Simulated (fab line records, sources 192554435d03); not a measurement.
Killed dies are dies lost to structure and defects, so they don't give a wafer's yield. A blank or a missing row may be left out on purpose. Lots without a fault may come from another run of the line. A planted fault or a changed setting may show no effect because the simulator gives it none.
A struck lot beside a sound one | flow n5_finfet | 14 steps out of a route of 1938
Sound: wafers L829.1, L829.2, L829.5. Struck: wafer L846.1. (L846.3 of the same lot was not struck and is left out.) The cause comes at the end.
At each step with rows: each side's tool, then ch and its chambers, then its first start. Under that, the readings that differ: sound wafers | struck wafers | difference of the means | sigmas: that difference in standard deviations of wafers without a fault.
alike: readings whose means differ by less than 2 such deviations, and words and numbers that are the same on both sides. not compared: withheld readings, readings that some wafer has no value for, bounds like >300 that may hide the same value, and numbers for which the record gives no deviation and whose values overlap.
The two part at a step that has a row with sigmas, a row that says differs or no value, or rows on one side only. Numbers that don't overlap but have no deviation are shown without sigmas and don't part them. A reading that every wafer of one side lacks parts them only if that side has two wafers or more.

N5_MOL_CONTACT_COAG_SPUTTER_143: material Co, target thk 2.5 nm.
  sound on pvd_sputter-03, day 5 09:07; struck on pvd_sputter-03, day 9 11:50
  reading              | sound             | struck | difference | sigmas
  susceptor_temp_C (C) | 25.11 24.96 25.12 | 24.77  | -0.29      | -3
  alike: throttle_valve_pct
then, 1 step without rows for these wafers: N5_MOL_CONTACT_COAG_CO_FILL_22 (material Co, precursor CCTBA/H2, target thk 20 nm).
N5_MOL_CONTACT_COAG_ANNEAL_113: time 300 s.
  sound on rtp_anneal-02 ch 0, day 5 09:59; struck on rtp_anneal-01 ch 0, day 9 12:37
  reading             | sound          | struck | difference | sigmas
  lamp_power_pct (%)  | 2.23 2.23 2.23 | 2.41   | +0.18      | +2
  lamp_zone_1_pct (%) | 2.24 2.23 2.23 | 2.41   | +0.18      | +2
  alike: wafer_temp_C_max
N5_MOL_CONTACT_COAG_PRE_CLEAN_142: time 60 s.
  sound on pvd_sputter-01, day 5 11:56; struck on pvd_sputter-02, day 9 15:14
  alike: heater_power_w, susceptor_temp_C
N5_MOL_CONTACT_COAG_SPUTTER_130: material Co, target thk 47.5 nm.
  sound on pvd_sputter-01, day 5 12:00; struck on pvd_sputter-02, day 9 15:17
  alike: susceptor_temp_C, throttle_valve_pct
then, 5 steps without rows for these wafers: N5_MOL_CONTACT_COAG_PRECLEAN_125 (cleans in DIW, time 57.5 s); N5_MOL_CONTACT_COAG_SRD_126 (dry time 32 s); N5_MOL_CONTACT_COAG_CMP_23 (polishes, stops on SiO2, t overpolish 1.5 s, target thk 0 nm); N5_MOL_CONTACT_COAG_WET_ETCH_26 (target Co, target depth 13 nm); N5_MOL_CONTACT_COAG_WET_ETCH_116 (etches the open film in SC1-inhibited, target depth 4.6 nm, rinse time 30 s).
N5_MOL_CONTACT_COAG_ALD_27: deposits SiOC, target thk 17 nm, pulse time 1.5 s, time 2720 s.
  sound on ald_sin-02 ch 1,2,3, day 5 13:01; struck on ald_sin-02 ch 3, day 9 16:17
  reading                                           | sound                | struck | difference | sigmas
  ald_cycles                                        | 340 340 340          | 546    | +206       |
  run_length_s (s)                                  | 2769.3 2770.5 2769.2 | 4417.3 | +1647.6    | +99 or more
  time_s (s)                                        | 2720 2720 2720       | 4368   | +1648      |
  model.SiOC_of_MOL_CONTACT_COAG_ALD_27.thk_nm (nm) | 17 17.2 17           | 27.4   | +10.3      |
  alike: heater_power_w, precursor_pulse_height_rel, susceptor_temp_C
  not compared: since_wet_clean_h
N5_MOL_CONTACT_COAG_CMP_28: polishes, stops on SiNx, t overpolish 0.85 s, target thk 14.522 nm.
  sound on cmp-02 ch 1,3, day 5 14:37; struck on cmp-03 ch 0, day 9 17:54
  alike: head_pressure_psi, motor_current_A, platen_rpm
-- the record jumps here: 3 days lie between the struck wafers' starts before and after (it left off in module MOL_CONTACT_COAG and takes up again in module BEOL_M4, whose first step shown is number 1111 of the route) --
N5_BEOL_M4_RC_MEAS_101:
  sound on prober-02 ch 0, day 9 00:00; struck on prober-02 ch 0, day 12 15:07
  alike: DIBL_N, DIBL_P, IOFF_N, IOFF_P, ION_N, ION_P, SS_N, SS_P, VT_N, VT_P
then, 1 step without rows for these wafers: N5_PASSIVATION_PROBE_49.

WHERE THEY PART
First at N5_MOL_CONTACT_COAG_SPUTTER_143; last, within this record, at N5_MOL_CONTACT_COAG_ALD_27. Later steps at which nothing parts them and some readings are alike: N5_MOL_CONTACT_COAG_CMP_28, N5_BEOL_M4_RC_MEAS_101.

WHY: what the simulator had put in
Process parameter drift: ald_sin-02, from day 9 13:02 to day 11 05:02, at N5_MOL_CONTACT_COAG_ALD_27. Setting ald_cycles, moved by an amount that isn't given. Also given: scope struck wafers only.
